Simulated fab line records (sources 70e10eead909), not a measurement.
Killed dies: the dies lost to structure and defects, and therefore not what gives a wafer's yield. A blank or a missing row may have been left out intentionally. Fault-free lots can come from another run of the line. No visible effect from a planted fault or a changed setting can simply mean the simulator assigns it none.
What tool caused it? -- flow nand harc -- Sampling: 6 lots, 18 wafers, 3 of 1302 route steps

WHAT EACH GAUGE READ, for each wafer
NHARC_A_BONDPAD_THK_MEAS_20: measures by xrf.
lot,measured,on,thk nm (nm)
L373,day 24 11:28,film metro-02,170.8 168.6 169.4
L372,day 24 21:45,film metro-01,167.3 167.8 169.2
L385,day 30 09:10,film metro-01,166.9 168.8 169.6
L387,day 30 16:10,film metro-02,170.7 169.8 170.4
L391,day 32 00:40,film metro-01,169.3 167.7 167.4
L392,day 33 06:53,film metro-01,171.1 169.2 168.9

WHAT TOOL EACH LOT RAN ON (gives the tool, then ch and the chambers of the sampled wafers, and finally the start)
lot,NHARC_A_CONTACT_ETCH_92,NHARC_A_BONDPAD_CMP_19
L373,"rie diel-02 ch 1,2, day 23 16:48","cmp-02 ch 0,1,2, day 24 11:09"
L372,"rie diel-04 ch 0,1, day 24 01:37","cmp-02 ch 0,3, day 24 21:26"
L385,"rie diel-02 ch 1,2,3, day 29 14:34","cmp-02 ch 0,3, day 30 08:50"
L387,"rie diel-08 ch 1,2, day 29 22:02","cmp-01 ch 0,1,2, day 30 15:53"
L391,"rie diel-04 ch 1,3, day 31 05:19","cmp-02 ch 0,1, day 32 00:20"
L392,"rie diel-08 ch 0,3, day 32 11:25","cmp-02 ch 0,1,2, day 33 06:35"
- NHARC_A_CONTACT_ETCH_92: etches the open film in CH3F/O2, target depth 40 nm, time 85.7 s.
- NHARC_A_BONDPAD_CMP_19: polishes, t overpolish 30 s, cu recess touch 16 s, target thk 169.82 nm.

THE ANSWER, worked out from the rows above alone
Rule: the lots themselves supply what counts as usual. Put in order of their means at a reading, lots are off if they are a third of the lots or fewer, leave a main group of 4 or more, and stand apart from it by a gap of 3 or more times the standard deviation of the main group's means; of several such gaps the widest counts. Not used: any main group whose means are identical at the precision the tables above print for the reading. Also off: a lot with no number at a reading for which 4 or more lots have one. Any other lot the step has rows for is counted as sound.
Across all readings shown, no lot is off: no conclusion can be drawn from this.

WHAT HAD BEEN PUT IN BY THE SIMULATOR
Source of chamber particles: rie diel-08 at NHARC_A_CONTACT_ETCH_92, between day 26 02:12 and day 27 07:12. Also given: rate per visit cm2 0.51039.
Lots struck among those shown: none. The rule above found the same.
